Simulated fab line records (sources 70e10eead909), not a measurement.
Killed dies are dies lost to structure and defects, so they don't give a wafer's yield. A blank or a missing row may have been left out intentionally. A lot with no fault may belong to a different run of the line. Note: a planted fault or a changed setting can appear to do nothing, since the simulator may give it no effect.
fab line records -- flow nand_harc
[record] lots = 6, wafers = 18, last_day = 33
route steps=1302 shown A_CONTACT@996 END@1302
lots that met no fault: from a run of the same line without faults
start_h: start of the lot's first displayed wafer, in hours after the record's first day -- wait_h: hours since the lot's step before -- " unchanged from the row above -- L1.1+2: a single row standing in for several wafers -- - no value, or no start was given -- * or withheld: withheld -- < > ~ a bound
route shown NAME@n: NAME is a module with steps in the file, n the number in the route of the first one -- usual: mean/standard deviation taken from wafers without a fault -- same: alike in all rows -- chamber/n: place in a boat -- sites: the reading at each site -- _std_site: their standard deviation -- _edge_site: outer sites' mean less inner sites' -- radius_mm: for every site, how far away it sits from the centre of the wafer -- mask NAME#n: copy n -- behind: the last tool/chamber to shape the wafer -- hold: reason for holding the lot/hours on hold/outcome of the hold -- device: whichever transistor did not switch (one of n, p or np) -- end of line: at the end of the route, the tests of the same wafers -- a step with no rows: only its recipe -- killed: the dies lost at the first sort to structure and to defects; this is not the yield of the wafer -- map: a wafer's dies, x killed, . not, _ none there
set.NAME: the setting the step ran with; set.NAME@STEP: the setting that earlier step ran with -- model.NAME: the simulator's own value behind a step, which no gauge read
certain route steps with their lots: each step a table, each wafer a row
services: the hour from which a tool's chamber was out of use, counted from the record's first day as start_h (under 0 if before that day), plus the number of hours and why
[[steps]]
[step NHARC_A_CONTACT_DEVELOP_41]
[recipe] develop_time_s = 35, dev_temp_c = 23
[step NHARC_A_CONTACT_CD_MEAS_42]
[recipe] target_cd_nm = 300, landing_energy_ev = 500
[usual] cd_nm = 300.5/0.67
lot.wafer,tool,chamber,start_h,wait_h,cd_nm
L192.2,cd_sem-03,0,503.58,-,300.4
L192.4,cd_sem-03,0,503.58,-,299.3
L192.5,cd_sem-03,0,503.58,-,300.7
L199.3,cd_sem-02,0,589.72,-,301.3
L199.5,cd_sem-02,0,589.72,-,301.1
L199.6,cd_sem-02,0,589.72,-,299.9
L201.2,cd_sem-02,0,593.45,-,300.1
L201.4,cd_sem-02,0,593.45,-,299.7
L201.5,cd_sem-02,0,593.45,-,301.2
L205.4,cd_sem-03,0,624.62,-,301.1
L205.5,cd_sem-03,0,624.62,-,301.7
L205.6,cd_sem-03,0,624.62,-,301.0
L208.1,cd_sem-01,0,683.79,-,300.2
L208.3,cd_sem-01,0,683.79,-,300.2
L208.5,cd_sem-01,0,683.79,-,300.5
L213.1,cd_sem-03,0,713.84,-,301.5
L213.2,cd_sem-03,0,713.84,-,300.6
L213.3,cd_sem-03,0,713.84,-,300.1
[step NHARC_A_CONTACT_OVL_MEAS_43]
[usual] overlay_x_nm = 0.1/0.9, overlay_y_nm = 0.1/0.95
lot.wafer,tool,chamber,start_h,wait_h,overlay_x_nm,overlay_y_nm
L192.2,overlay-01,-,503.67,-,-0.9,-0.5
L192.4,overlay-01,-,503.67,-,-0.6,-1.3
L192.5,overlay-01,-,503.67,-,-0.6,-0.9
L199.3,overlay-02,-,589.80,-,0.1,0.3
L199.5,overlay-02,-,589.80,-,0.1,-0.3
L199.6,overlay-02,-,589.80,-,0.2,-0.4
L201.2,overlay-01,-,593.54,-,1.3,-0.3
L201.4,overlay-01,-,593.54,-,1.6,-0.3
L201.5,overlay-01,-,593.54,-,0.6,-0.3
L205.4,overlay-01,-,624.70,-,-0.9,0.5
L205.5,overlay-01,-,624.70,-,-0.3,0.5
L205.6,overlay-01,-,624.70,-,-0.3,0.3
L208.1,overlay-02,-,683.88,-,0.6,0.8
L208.3,overlay-02,-,683.88,-,0.5,0.1
L208.5,overlay-02,-,683.88,-,0.3,0.4
L213.1,overlay-01,-,713.94,-,0.0,2.1
L213.2,overlay-01,-,713.94,-,-0.1,1.2
L213.3,overlay-01,-,713.94,-,-0.5,1.8
[step NHARC_A_CONTACT_INSPECT_44]
[usual] raw_defect_count = 85/38
lot.wafer,tool,chamber,start_h,wait_h,raw_defect_count
L192.2,defect_inspect-01,-,503.71,0.0,89
L192.4,defect_inspect-01,-,503.71,0.0,104
L192.5,defect_inspect-01,-,503.71,0.0,133
L199.3,defect_inspect-02,-,589.84,0.0,25
L199.5,defect_inspect-02,-,589.84,0.0,14
L199.6,defect_inspect-02,-,589.84,0.0,14
L201.2,defect_inspect-01,-,593.58,0.0,98
L201.4,defect_inspect-01,-,593.58,0.0,84
L201.5,defect_inspect-01,-,593.58,0.0,80
L205.4,defect_inspect-02,-,624.74,0.0,86
L205.5,defect_inspect-02,-,624.74,0.0,105
L205.6,defect_inspect-02,-,624.74,0.0,98
L208.1,defect_inspect-01,-,683.91,0.0,21
L208.3,defect_inspect-01,-,683.91,0.0,38
L208.5,defect_inspect-01,-,683.91,0.0,32
L213.1,defect_inspect-01,-,713.98,0.0,119
L213.2,defect_inspect-01,-,713.98,0.0,137
L213.3,defect_inspect-01,-,713.98,0.0,121
[step NHARC_A_CONTACT_DESCUM_47]
[recipe] time_s = 3, o2_flow_sccm = 200, ar_flow_sccm = 0, bias_power_w = 0, chemistry = O2
[usual] drypump_motor_current_A = 5.93/0.28, mfc_ar_sccm = 0.006/0.011, oes_product_au = 0.998/0.011, rf_vpp_V = 57.7/0.84, showerhead_plenum_p_Torr = 1.87/0.059, throttle_valve_pct = 11.310/0.0083
lot.wafer,tool,chamber,start_h,wait_h,drypump_motor_current_A,mfc_ar_sccm,oes_product_au,rf_hours_counter_h,rf_vpp_V,showerhead_plenum_p_Torr,throttle_valve_pct
L192.4,rie_diel-05,3,503.77,0.1,5.76,0.039,0.996,33,58.2,1.84,11.312
L192.2,rie_diel-05,1,503.77,0.1,6.06,0,1.015,33,57.5,1.78,11.314
L192.5,rie_diel-05,2,503.77,0.1,6.08,0.000,1.007,-,56.4,1.88,11.300
L199.3,rie_diel-08,3,590.49,0.6,5.62,0,1.010,6,58.0,1.79,11.295
L199.6,rie_diel-08,1,590.49,0.6,6.05,0.005,0.998,-,57.7,1.91,11.310
L199.5,rie_diel-08,2,590.49,0.6,6.34,0.005,0.990,-,57.5,1.94,11.298
L201.4,rie_diel-08,2,593.64,0.1,6.34,0.005,0.980,8,57.3,1.94,11.315
L201.2,rie_diel-08,1,593.64,0.1,6.04,0.005,1.000,7,56.6,1.91,11.299
L201.5,rie_diel-08,2,593.64,0.1,6.35,0.005,0.987,-,59.1,1.94,11.301
L205.4,rie_diel-08,3,624.80,0.1,5.64,0,0.994,15,57.3,1.78,11.312
L205.6,rie_diel-08,3,624.80,0.1,5.64,0,1.009,-,58.0,1.78,11.315
L205.5,rie_diel-08,0,624.80,0.1,6.03,0,0.998,-,56.9,1.92,11.313
L208.1,rie_diel-12,1,683.98,0.1,5.84,0,1.011,15,56.2,1.89,11.304
L208.3,rie_diel-12,2,683.98,0.1,5.89,0.024,0.997,16,57.7,1.89,11.309
L208.5,rie_diel-12,1,683.98,0.1,5.83,0,1.015,-,58.9,1.89,11.307
L213.1,rie_diel-08,0,714.05,0.1,6.06,0,1.002,31,57.3,1.91,11.318
L213.2,rie_diel-08,1,714.05,0.1,6.07,0.005,0.997,29,56.9,1.91,11.311
L213.3,rie_diel-08,2,714.05,0.1,6.35,0.005,0.993,30,58.3,1.94,11.322
[step NHARC_A_CONTACT_ETCH_48]
[recipe] target_depth_a = 390, over_etch_frac = 0.3, time_s = 65, ion_energy_ev = 80, cf4_flow_sccm = 150, ar_flow_sccm = 0, rf_w = 300, bias_w = 100, chemistry = CF4
[step NHARC_A_CONTACT_ETCH_49]
[recipe] target_depth_a = 2600, over_etch_frac = 0.3, time_s = 475.3, ion_energy_ev = 200, n2_flow_sccm = 150, h2_flow_sccm = 150, ar_flow_sccm = 0, rf_w = 400, bias_w = 150, chemistry = N2/H2
[usual] bias_w = 150.0/0.39, chamber_pressure_mTorr = 30.001/0.028, drypump_motor_current_A = 5.94/0.27, mfc_ar_sccm = 0.006/0.01, n2_flow_sccm = 149.9/0.46, oes_product_au = 0.998/0.011, rf_vpp_V = 429.3/1.9, showerhead_plenum_p_Torr = 2.00/0.065, throttle_valve_pct = 14.171/0.0096
lot.wafer,tool,chamber,start_h,wait_h,bias_w,chamber_pressure_mTorr,drypump_motor_current_A,mfc_ar_sccm,n2_flow_sccm,oes_product_au,rf_hours_counter_h,rf_vpp_V,showerhead_plenum_p_Torr,throttle_valve_pct
L192.2,rie_diel-05,3,-,-,149.9,30.036,5.79,0.039,149.2,0.991,33,428.5,1.96,14.178
L192.4,rie_diel-05,1,-,-,149.1,29.960,6.04,0,149.0,1.015,33,428.4,1.90,14.166
L192.5,rie_diel-05,0,-,-,150.0,29.982,5.40,0.014,149.8,0.985,-,429.3,1.98,14.168
L199.3,rie_diel-08,3,-,-,150.5,30.027,5.63,0,150.4,1.001,6,425.6,1.90,14.179
L199.5,rie_diel-08,2,-,-,150.1,30.028,6.35,0.005,150.0,0.998,-,431.5,2.07,14.170
L199.6,rie_diel-08,3,-,-,150.2,30.018,5.62,0,149.9,1.011,-,427.0,1.90,14.158
L201.2,rie_diel-08,3,-,-,150.5,29.957,5.63,0,149.8,0.996,8,427.4,1.90,14.188
L201.4,rie_diel-08,2,-,-,150.3,30.025,6.32,0.005,149.8,0.999,8,430.0,2.07,14.178
L201.5,rie_diel-08,3,-,-,150.1,30.003,5.63,0,149.9,0.993,-,426.8,1.90,14.181
L205.4,rie_diel-08,1,-,-,149.9,29.980,6.04,0.005,150.4,1.002,12,431.2,2.04,14.161
L205.5,rie_diel-08,1,-,-,150.2,29.991,6.04,0.005,149.8,0.997,-,431.6,2.04,14.166
L205.6,rie_diel-08,2,-,-,149.8,30.055,6.31,0.005,149.6,0.985,-,430.6,2.07,14.177
L208.1,rie_diel-12,1,-,-,149.9,29.994,5.82,0,149.7,1.005,15,429.4,2.01,14.173
L208.3,rie_diel-12,2,-,-,149.9,30.023,5.81,0.024,150.0,0.988,16,429.0,2.01,14.179
L208.5,rie_diel-12,1,-,-,150.0,29.981,5.82,0,149.8,1.000,-,429.0,2.01,14.166
L213.3,rie_diel-08,0,-,-,149.9,30.058,6.08,0,150.7,0.991,31,430.1,2.04,14.168
L213.2,rie_diel-08,1,-,-,149.8,29.984,6.06,0.005,149.3,0.986,29,430.1,2.03,14.165
L213.1,rie_diel-08,2,-,-,149.6,30.000,6.33,0.005,149.7,0.993,30,431.2,2.07,14.157
[step NHARC_A_CONTACT_ETCH_50]
[recipe] target_depth_a = 1210, time_s = 60.5, cf4_flow_sccm = 100, chf3_flow_sccm = 30, ar_flow_sccm = 0, rf_w = 500, bias_w = 200, chemistry = CF4/CHF3
[step NHARC_A_CONTACT_ETCH_51]
[recipe] target_depth_a = 70000, over_etch_frac = 0.3, time_s = 1820, ion_energy_ev = 150, o2_flow_sccm = 400, cos_flow_sccm = 20, ar_flow_sccm = 0, rf_w = 500, bias_w = 300, chemistry = O2/COS
[step NHARC_A_CONTACT_ETCH_111]
[recipe] source_w = withheld, pressure_mtorr = 20, bias_v = withheld, time_s = 140, target_depth_a = 7000, ar_flow_sccm = withheld, c4f8_flow_sccm = withheld, o2_flow_sccm = withheld, chemistry = C4F8/O2/Ar
[step NHARC_A_CONTACT_ETCH_112]
[recipe] source_w = withheld, pressure_mtorr = 20, bias_v = 3000, time_s = 190, target_depth_a = 18500, ar_flow_sccm = withheld, c4f8_flow_sccm = withheld, o2_flow_sccm = withheld, chemistry = C4F8/O2/Ar
[usual] chamber_pressure_mTorr = 19.999/0.021, oes_air_line_au = 0.998/0.023
lot.wafer,tool,chamber,start_h,wait_h,chamber_pressure_mTorr,oes_air_line_au,rf_hours_counter_h
L192.2,har_cap_etch-02,0,505.85,0.2,20.010,1.017,89
L192.4,har_cap_etch-02,0,505.85,0.2,20.010,0.989,-
L192.5,har_cap_etch-02,0,505.85,0.2,20.025,1.004,-
L199.3,har_cap_etch-03,1,592.64,0.2,20.002,1.025,-
L199.5,har_cap_etch-03,1,592.64,0.2,19.966,1.006,-
L199.6,har_cap_etch-03,0,592.64,0.2,19.982,1.000,-
L201.2,har_cap_etch-01,1,595.65,0.2,20.011,0.968,12
L201.4,har_cap_etch-01,0,595.65,0.2,20.026,0.975,-
L201.5,har_cap_etch-01,0,595.65,0.2,20.018,0.981,-
L205.4,har_cap_etch-03,0,626.85,0.2,19.994,0.966,-
L205.5,har_cap_etch-03,0,626.85,0.2,19.983,0.964,-
L205.6,har_cap_etch-03,1,626.85,0.2,20.018,0.984,-
L208.1,har_cap_etch-03,0,686.06,0.2,20.010,0.967,71
L208.3,har_cap_etch-03,0,686.06,0.2,20.086,0.941,-
L208.5,har_cap_etch-03,0,686.06,0.2,19.981,0.969,-
L213.1,har_cap_etch-01,1,716.06,0.2,20.033,1.023,36
L213.2,har_cap_etch-01,0,716.06,0.2,19.992,0.975,36
L213.3,har_cap_etch-01,1,716.06,0.2,20.011,0.995,-
[step NHARC_A_CONTACT_ETCH_113]
[recipe] source_w = withheld, pressure_mtorr = 20, bias_v = 3000, time_s = 190, target_depth_a = 18500, ar_flow_sccm = withheld, c4f8_flow_sccm = withheld, o2_flow_sccm = withheld, chemistry = C4F8/O2/Ar
[usual] chamber_pressure_mTorr = 19.999/0.019, oes_air_line_au = 0.997/0.017
lot.wafer,tool,chamber,start_h,wait_h,chamber_pressure_mTorr,oes_air_line_au,rf_hours_counter_h
L192.2,har_cap_etch-02,0,506.02,0.1,19.980,0.994,90
L192.4,har_cap_etch-02,0,506.02,0.1,20.026,0.990,-
L192.5,har_cap_etch-02,0,506.02,0.1,19.979,0.982,-
L199.3,har_cap_etch-03,1,592.87,0.2,19.990,1.026,-
L199.5,har_cap_etch-03,1,592.87,0.2,19.982,1.006,-
L199.6,har_cap_etch-03,0,592.87,0.2,20.006,1.037,-
L201.2,har_cap_etch-01,1,595.82,0.1,19.970,1.001,12
L201.4,har_cap_etch-01,0,595.82,0.1,19.999,0.971,-
L201.5,har_cap_etch-01,0,595.82,0.1,19.986,0.992,-
L205.4,har_cap_etch-03,0,627.03,0.1,20.008,0.991,-
L205.5,har_cap_etch-03,0,627.03,0.1,19.985,1.013,-
L205.6,har_cap_etch-03,1,627.03,0.1,19.995,0.982,-
L208.1,har_cap_etch-03,0,686.29,0.2,20.020,1.018,71
L208.3,har_cap_etch-03,0,686.29,0.2,20.009,0.997,-
L208.5,har_cap_etch-03,0,686.29,0.2,20.040,0.991,-
L213.1,har_cap_etch-01,1,716.24,0.1,19.979,0.967,36
L213.2,har_cap_etch-01,0,716.24,0.1,19.971,0.980,36
L213.3,har_cap_etch-01,1,716.24,0.1,20.008,1.008,-
[step NHARC_A_CONTACT_ETCH_114]
[recipe] source_w = withheld, pressure_mtorr = 20, bias_v = 3000, time_s = 190, target_depth_a = 18500, ar_flow_sccm = withheld, c4f8_flow_sccm = withheld, o2_flow_sccm = withheld, chemistry = C4F8/O2/Ar
[usual] chamber_pressure_mTorr = 20.001/0.018, oes_air_line_au = 1.002/0.02
lot.wafer,tool,chamber,start_h,wait_h,chamber_pressure_mTorr,oes_air_line_au,rf_hours_counter_h
L192.2,har_cap_etch-02,0,506.19,0.1,19.972,1.010,90
L192.4,har_cap_etch-02,0,506.19,0.1,19.980,1.038,-
L192.5,har_cap_etch-02,0,506.19,0.1,19.994,1.014,-
L199.3,har_cap_etch-03,1,593.10,0.2,-,-,-
L199.5,har_cap_etch-03,1,593.10,0.2,-,-,-
L199.6,har_cap_etch-03,0,593.10,0.2,-,-,-
L201.2,har_cap_etch-01,1,595.99,0.1,-,-,-
L201.4,har_cap_etch-01,0,595.99,0.1,-,-,-
L201.5,har_cap_etch-01,0,595.99,0.1,-,-,-
L205.4,har_cap_etch-03,0,627.20,0.1,19.974,0.984,-
L205.5,har_cap_etch-03,0,627.20,0.1,19.961,1.013,-
L205.6,har_cap_etch-03,1,627.20,0.1,20.014,1.011,-
L208.1,har_cap_etch-03,0,686.52,0.2,20.037,1.003,71
L208.3,har_cap_etch-03,0,686.52,0.2,20.018,0.999,-
L208.5,har_cap_etch-03,0,686.52,0.2,20.017,0.994,-
L213.1,har_cap_etch-01,1,716.41,0.1,19.986,1.012,37
L213.2,har_cap_etch-01,0,716.41,0.1,19.999,1.019,37
L213.3,har_cap_etch-01,1,716.41,0.1,20.034,1.045,-
[step NHARC_A_CONTACT_ETCH_115]
[recipe] source_w = withheld, pressure_mtorr = 20, bias_v = 3000, time_s = 190, target_depth_a = 18500, ar_flow_sccm = withheld, c4f8_flow_sccm = withheld, o2_flow_sccm = withheld, chemistry = C4F8/O2/Ar
[usual] chamber_pressure_mTorr = 20.003/0.021, oes_air_line_au = 1.002/0.019
lot.wafer,tool,chamber,start_h,wait_h,chamber_pressure_mTorr,oes_air_line_au,rf_hours_counter_h
L192.2,har_cap_etch-02,0,506.36,0.1,19.990,1.023,90
L192.4,har_cap_etch-02,0,506.36,0.1,20.024,1.027,-
L192.5,har_cap_etch-02,0,506.36,0.1,19.970,0.983,-
L199.3,har_cap_etch-03,1,593.33,0.2,20.004,1.016,-
L199.5,har_cap_etch-03,1,593.33,0.2,20.010,1.020,-
L199.6,har_cap_etch-03,0,593.33,0.2,20.021,1.028,-
L201.2,har_cap_etch-01,1,596.16,0.1,20.012,0.998,13
L201.4,har_cap_etch-01,0,596.16,0.1,20.010,0.986,-
L201.5,har_cap_etch-01,0,596.16,0.1,20.016,1.027,-
L205.4,har_cap_etch-03,0,627.37,0.1,19.957,1.052,-
L205.5,har_cap_etch-03,0,627.37,0.1,19.987,1.033,-
L205.6,har_cap_etch-03,1,627.37,0.1,20.009,1.041,-
L208.1,har_cap_etch-03,0,686.75,0.2,19.985,1.006,72
L208.3,har_cap_etch-03,0,686.75,0.2,20.003,1.002,-
L208.5,har_cap_etch-03,0,686.75,0.2,20.037,0.992,-
L213.1,har_cap_etch-01,1,716.57,0.1,19.963,0.969,37
L213.2,har_cap_etch-01,0,716.57,0.1,20.023,1.009,37
L213.3,har_cap_etch-01,1,716.57,0.1,20.019,0.982,-
[step NHARC_END_SORT_01]
[recipe] temp_c = 25
[usual] killed_at_array = 52/19, killed_at_other = 1.0/1.2, killed_at_periphery = 4.1/2.8, killed_dies = 57/19, killed_open = 3.1/1.7, killed_short = 2.5/1.5
[same] gross_dies = 677
lot.wafer,tool,chamber,start_h,wait_h,killed_at_array,killed_at_other,killed_at_periphery,killed_dies,killed_open,killed_short
L199.3,prober-01,0,668.31,3.1,674,0,3,677,6,2
L199.5,prober-01,0,669.90,3.7,673,0,4,677,3,1
L199.6,prober-01,0,670.69,4.0,673,1,3,677,2,2
L201.2,prober-02,0,675.72,2.8,664,5,8,677,2,2
L201.4,prober-02,0,677.33,3.4,668,0,9,677,2,1
L201.5,prober-02,0,678.14,3.7,672,0,5,677,3,3
// killed by level:class
L199.3 A_CONTACT:area_etch=649 A_STAIRCASE:chamber_film_flake=5 A_CHANNEL_HOLE_D1:chamber_film_flake=4 A_CONTACT:chamber_film_flake=3 A_M0:geometric_particle:open=2 P_CONTACT:geometric_particle:open=1 A_SOURCE_PLATE:geometric_particle:open=1 A_SOURCE_PLATE:geometric_particle:short=1
L199.5 A_CONTACT:area_etch=653 A_CHANNEL_HOLE_D1:chamber_film_flake=7 A_CONTACT:chamber_film_flake=5 A_CHANNEL_HOLE_D2:chamber_film_flake=4 P_ZERO_WELL:chamber_film_flake=2 P_CONTACT:geometric_particle:open=1 A_CHANNEL_HOLE_D1:geometric_particle:open=1 A_DECK1_JOINT:geometric_particle:short=1
L199.6 A_CONTACT:area_etch=653 A_CONTACT:chamber_film_flake=4 P_GATE:chamber_film_flake=3 A_SLIT:chamber_film_flake=3 A_CHANNEL_HOLE_D1:chamber_film_flake=2 A_CHANNEL_HOLE_D2:chamber_film_flake=2 A_STAIRCASE:chamber_film_flake=2 A_BLC:chamber_film_flake=2
L201.2 A_CONTACT:area_etch=593 A_SLIT:chamber_film_flake=37 A_CHANNEL_HOLE_D1:chamber_film_flake=11 A_CHANNEL_HOLE_D2:chamber_film_flake=10 A_STAIRCASE:chamber_film_flake=8 P_CONTACT:chamber_film_flake=6 HYBRID_BOND:chamber_film_flake=4 A_SOURCE_PLATE:geometric_particle:open=2
L201.4 A_CONTACT:area_etch=623 A_CHANNEL_HOLE_D1:chamber_film_flake=13 A_SLIT:chamber_film_flake=10 A_CONTACT:chamber_film_flake=7 A_CHANNEL_HOLE_D2:chamber_film_flake=6 P_CONTACT:chamber_film_flake=5 A_STAIRCASE:chamber_film_flake=5 A_CHANNEL_HOLE_D2:unspecified=2
L201.5 A_CONTACT:area_etch=610 A_SLIT:chamber_film_flake=37 A_STAIRCASE:chamber_film_flake=6 A_CHANNEL_HOLE_D2:chamber_film_flake=5 P_CONTACT:chamber_film_flake=4 A_CHANNEL_HOLE_D1:chamber_film_flake=4 A_CHANNEL_HOLE_D2:unspecified=2 A_CONTACT:chamber_film_flake=2
// map L199.3 (x killed, . not)
____________x____________
_________xxxxxxx_________
_______xxxxxxxxxxx_______
______xxxxxxxxxxxxx______
_____xxxxxxxxxxxxxxx_____
____xxxxxxxxxxxxxxxxx____
____xxxxxxxxxxxxxxxxx____
___xxxxxxxxxxxxxxxxxxx___
___xxxxxxxxxxxxxxxxxxx___
__xxxxxxxxxxxxxxxxxxxxx__
__xxxxxxxxxxxxxxxxxxxxx__
_xxxxxxxxxxxxxxxxxxxxxxx_
_xxxxxxxxxxxxxxxxxxxxxxx_
_xxxxxxxxxxxxxxxxxxxxxxx_
_xxxxxxxxxxxxxxxxxxxxxxx_
_xxxxxxxxxxxxxxxxxxxxxxx_
xxxxxxxxxxxxxxxxxxxxxxxxx
xxxxxxxxxxxxxxxxxxxxxxxxx
xxxxxxxxxxxxxxxxxxxxxxxxx
xxxxxxxxxxxxxxxxxxxxxxxxx
xxxxxxxxxxxxxxxxxxxxxxxxx
_xxxxxxxxxxxxxxxxxxxxxxx_
_xxxxxxxxxxxxxxxxxxxxxxx_
_xxxxxxxxxxxxxxxxxxxxxxx_
_xxxxxxxxxxxxxxxxxxxxxxx_
_xxxxxxxxxxxxxxxxxxxxxxx_
__xxxxxxxxxxxxxxxxxxxxx__
__xxxxxxxxxxxxxxxxxxxxx__
___xxxxxxxxxxxxxxxxxxx___
___xxxxxxxxxxxxxxxxxxx___
____xxxxxxxxxxxxxxxxx____
____xxxxxxxxxxxxxxxxx____
_____xxxxxxxxxxxxxxx_____
______xxxxxxxxxxxxx______
_______xxxxxxxxxxx_______
_________xxxxxxx_________
____________x____________
// map L201.2 (x killed, . not)
____________x____________
_________xxxxxxx_________
_______xxxxxxxxxxx_______
______xxxxxxxxxxxxx______
_____xxxxxxxxxxxxxxx_____
____xxxxxxxxxxxxxxxxx____
____xxxxxxxxxxxxxxxxx____
___xxxxxxxxxxxxxxxxxxx___
___xxxxxxxxxxxxxxxxxxx___
__xxxxxxxxxxxxxxxxxxxxx__
__xxxxxxxxxxxxxxxxxxxxx__
_xxxxxxxxxxxxxxxxxxxxxxx_
_xxxxxxxxxxxxxxxxxxxxxxx_
_xxxxxxxxxxxxxxxxxxxxxxx_
_xxxxxxxxxxxxxxxxxxxxxxx_
_xxxxxxxxxxxxxxxxxxxxxxx_
xxxxxxxxxxxxxxxxxxxxxxxxx
xxxxxxxxxxxxxxxxxxxxxxxxx
xxxxxxxxxxxxxxxxxxxxxxxxx
xxxxxxxxxxxxxxxxxxxxxxxxx
xxxxxxxxxxxxxxxxxxxxxxxxx
_xxxxxxxxxxxxxxxxxxxxxxx_
_xxxxxxxxxxxxxxxxxxxxxxx_
_xxxxxxxxxxxxxxxxxxxxxxx_
_xxxxxxxxxxxxxxxxxxxxxxx_
_xxxxxxxxxxxxxxxxxxxxxxx_
__xxxxxxxxxxxxxxxxxxxxx__
__xxxxxxxxxxxxxxxxxxxxx__
___xxxxxxxxxxxxxxxxxxx___
___xxxxxxxxxxxxxxxxxxx___
____xxxxxxxxxxxxxxxxx____
____xxxxxxxxxxxxxxxxx____
_____xxxxxxxxxxxxxxx_____
______xxxxxxxxxxxxx______
_______xxxxxxxxxxx_______
_________xxxxxxx_________
____________x____________
[[services]]
tool,chamber,start_h,hours,kind
rie_diel-08,2,487.02,3.5,repair
rie_diel-05,0,488.97,8.7,repair
har_cap_etch-01,-,497.00,17.0,pm
har_cap_etch-01,0,497.00,17.0,vent_cycle
har_cap_etch-01,1,497.00,17.0,vent_cycle
rie_diel-08,0,499.63,-,clean
rie_diel-08,1,499.63,-,clean
rie_diel-08,2,499.63,-,clean
rie_diel-08,3,499.63,-,clean
har_cap_etch-01,0,514.00,-,clean
har_cap_etch-01,1,514.00,-,clean
rie_diel-08,-,544.86,9.0,pm
rie_diel-12,0,576.81,15.6,repair
rie_diel-08,0,578.58,4.5,repair
rie_diel-05,-,583.62,9.0,pm
rie_diel-12,-,598.60,0.9,repair
rie_diel-12,1,603.50,19.8,repair
rie_diel-12,-,625.01,9.0,pm
rie_diel-08,3,639.83,13.3,repair
rie_diel-05,3,643.44,9.1,repair
rie_diel-08,3,656.70,1.3,repair
rie_diel-12,1,678.30,1.5,repair
rie_diel-08,1,679.84,5.6,repair
rie_diel-08,2,682.15,12.8,repair
[[key]]
[first_sign] step = NHARC_A_CONTACT_ETCH_114, reading = tool_record, direction = missing
[effect] step = NHARC_END_SORT_01, reading = killed_dies, direction = up, sigmas = 33, usual = 57, struck = 677
[more_kills_born_at] NHARC_A_CONTACT_ETCH_114@har_cap_etch-03 = 1955, NHARC_A_CONTACT_ETCH_114@har_cap_etch-01 = 1826
met_at NHARC_A_CONTACT_ETCH_114
struck_wafers L199.3,L199.5,L199.6,L201.2,L201.4,L201.5
later_rows_left_out L199.3,L199.5,L199.6,L201.2,L201.4,L201.5
tester_left_out L199,L201
[fault] kind = skipped_step_whole, tool = har_cap_etch-01,har_cap_etch-03, chamber = -, onset_h = 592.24, steps = NHARC_A_CONTACT_ETCH_114, scope = struck_lots_only
// tester_left_out: of these lots the tester's yield and bins aren't shown, on N5 and GAA mostly nor the transistor test; their killed dies are dies lost to structure and defects alone, not to doping, threshold or leakage, so they don't give the yield
// later_rows_left_out: the simulator's readings of these wafers behind a module that went badly wrong aren't trusted and aren't shown, but for the sort
